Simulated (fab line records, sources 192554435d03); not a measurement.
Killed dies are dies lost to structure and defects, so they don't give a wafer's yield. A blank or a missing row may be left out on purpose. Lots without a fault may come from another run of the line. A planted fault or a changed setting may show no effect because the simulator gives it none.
One fault seen from 2 desks | flow n5_finfet | each desk has only its own numbers; what lay behind them comes last

THE TOOL OWNER'S DESK: rie_diel-05
The tool's own readings at N5_STI_FIN_REVEAL_ETCHBACK_08 (etches SiO2 in C4F6/O2, target depth 30.5 nm, time 10.167 s): means of the sampled wafers that have a number, for each lot that ran on this tool. A lot is out of limits, marked OUT, if its mean lies more than 4 standard deviations from the usual mean; the brackets give that distance.
Columns: A = drypump_motor_current_A at N5_STI_FIN_REVEAL_ETCHBACK_08, usual 5.7 A; B = oes_product_au at N5_STI_FIN_REVEAL_ETCHBACK_08, usual 0.80 a.u.; C = rf_vpp_V at N5_STI_FIN_REVEAL_ETCHBACK_08, usual 662 V; D = showerhead_plenum_p_Torr at N5_STI_FIN_REVEAL_ETCHBACK_08, usual 2.91 Torr; E = throttle_valve_pct at N5_STI_FIN_REVEAL_ETCHBACK_08, usual 21.21 %
lot  | first seen here | A   | B    | C   | D    | E
L484 | day 3 04:39     | 4.9 | 0.77 | 680 | 2.95 | 20.77
L486 | day 3 16:25     | 5.5 | 0.85 | 673 | 2.95 | 20.98
L491 | day 4 23:38     | 5.3 | 0.81 | 672 | 2.94 | 21.05
L504 | day 8 03:58     | 5.3 | 0.78 | 670 | 2.93 | 21.10
This desk's finding: nothing out of limits on any of the 4 lots.

THE METROLOGY DESK
What the gauges read, lot by lot, whatever tool the lot ran on: means of the sampled wafers that have a number. A lot is out of limits, marked OUT, if its mean lies more than 4 standard deviations from the usual mean; the brackets give that distance. Of its 16 readings 7 are shown: the one that was out of limits first, and those that lie furthest out on some lot.
Columns: A = trench_depth_nm at N5_STI_FIN_REVEAL_FIN_H_MEAS_10, usual 52.2 nm; B = IOFF_N at N5_BEOL_M4_RC_MEAS_101, usual 0.149 nA/um; C = IOFF_N_85C at N5_BEOL_M4_RC_MEAS_101, usual 2.9 nA/um; D = IOFF_P at N5_BEOL_M4_RC_MEAS_101, usual 0.20 nA/um; E = IOFF_P_85C at N5_BEOL_M4_RC_MEAS_101, usual 3.5 nA/um; F = SS_N at N5_BEOL_M4_RC_MEAS_101, usual 71.4 mV/dec; G = SS_P at N5_BEOL_M4_RC_MEAS_101, usual 73.2 mV/dec
lot  | first seen here | A               | B               | C              | D              | E              | F              | G
L481 | day 2 13:11     | 51.1            | 0.124           | 2.5            | 0.15           | 2.9            | 70.4           | 72.6
L484 | day 3 07:56     | 52.6            | 0.137           | 2.7            | 0.17           | 3.0            | 71.3           | 72.9
L486 | day 3 19:22     | 52.3            | 0.133           | 2.7            | 0.17           | 3.1            | 71.0           | 73.0
L491 | day 5 02:48     | 49.0 (-4.9) OUT | 1.657 (+52) OUT | 20.5 (+37) OUT | 1.28 (+33) OUT | 15.7 (+25) OUT | 88.0 (+27) OUT | 84.9 (+18) OUT
L500 | day 7 10:17     | 51.9            | 0.131           | 2.6            | 0.19           | 3.3            | 71.4           | 72.7
L501 | day 7 13:59     | 52.1            | 0.131           | 2.6            | 0.19           | 3.5            | 71.5           | 72.9
L503 | day 8 02:52     | 52.4            | 0.190           | 3.6            | 0.25           | 4.1            | 71.7           | 73.7
L504 | day 8 06:56     | 52.2            | 0.141           | 2.8            | 0.18           | 3.3            | 71.5           | 72.9
This desk's finding: out of limits on L491; first on L491, day 5 02:48 (trench_depth_nm at N5_STI_FIN_REVEAL_FIN_H_MEAS_10). In limits: L481, L484, L486, L500, L501, L503, L504.

PUT TOGETHER
The metrology desk could have raised an alarm at day 5 02:48, on L491.
The tool owner's desk saw nothing out of limits.
The tool owner's desk has L491 on record, within its limits.
Of the lots named, all ran N5_STI_FIN_REVEAL_ETCHBACK_08 on rie_diel-05.

WHAT THE SIMULATOR HAD PUT IN
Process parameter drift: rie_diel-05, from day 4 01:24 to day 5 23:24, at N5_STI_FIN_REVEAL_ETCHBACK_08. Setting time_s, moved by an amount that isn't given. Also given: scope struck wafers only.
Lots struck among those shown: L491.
Hours from the fault's start to each desk's first reading out of limits: the metrology desk, 25.
